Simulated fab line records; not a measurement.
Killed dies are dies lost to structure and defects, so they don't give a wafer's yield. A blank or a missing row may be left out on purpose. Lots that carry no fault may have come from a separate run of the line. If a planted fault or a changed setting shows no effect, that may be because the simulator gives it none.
Chamber matching | flow nand_harc | rie_diel-05 running NHARC_A_SLIT_ETCH_24: 4 sister chambers
The step etches the open film in CF4/CHF3, target depth 121 nm, time 60.5 s. 8 wafers are shown with their chamber, then 12 later ones without.

WAFERS PAIRED WITH THEIR CHAMBERS
wafer  | chamber | rf_vpp_V (V) | oes_product_au (a.u.)
L079.5 | 2       | 368.1        | 0.977
L083.2 | 1       | 370.1        | 0.990
L084.1 | 1       | 371.2        | 0.997
L084.2 | 2       | 367.9        | 0.984
L084.3 | 3       | 372.0        | 0.974
L087.3 | 0       | 371.3        | 0.968
L087.4 | 3       | 372.8        | 0.990
L087.5 | 0       | 371.3        | 0.974

WAFERS MISSING THEIR CHAMBER
wafer  | rf_vpp_V (V) | oes_product_au (a.u.)
L089.1 | 371.4        | 0.970
L089.2 | 369.8        | 0.980
L089.5 | 370.1        | 0.983
L091.1 | 371.2        | 0.964
L091.2 | 368.0        | 1.004
L091.6 | 371.5        | 0.996
L095.2 | 371.1        | 0.983
L095.4 | 368.2        | 0.979
L095.5 | 369.9        | 0.986
L097.3 | 370.3        | 0.942
L097.4 | 368.2        | 0.954
L097.6 | 372.9        | 0.939

WHICH CHAMBER EACH WENT THROUGH
wafer  | from the rows above          | in truth
L089.1 | 0                            | 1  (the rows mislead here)
L089.2 | can't be placed: 1 or 0 or 2 | 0
L089.5 | can't be placed: 1 or 0      | 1
L091.1 | 0                            | 0
L091.2 | 2                            | 2
L091.6 | can't be placed: 1 or 3 or 0 | 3
L095.2 | can't be placed: 1 or 0 or 3 | 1
L095.4 | 2                            | 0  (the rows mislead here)
L095.5 | can't be placed: 1 or 0      | 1
L097.3 | 0                            | 0
L097.4 | 2                            | 2
L097.6 | can't be placed: 0 or 3      | 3
Placed correctly: 4 of 12. From these rows, 6 cannot be placed; in 6 the true chamber is one of the candidates. Number placed wrongly: 2.
How it was worked out, from the rows above alone: a wafer's distance from a chamber is the root of the sum, over the readings, of the square of ((its reading less the chamber's mean) divided by the reading's scatter). The wafer belongs to the nearest chamber; if the next one is less than 2 further off, it can't be placed. A chamber's mean is the mean of its shown wafers. The scatter: take each reading less its chamber's mean, square it, sum over the shown wafers, divide by the number of wafers less the number of chambers, and take the root.
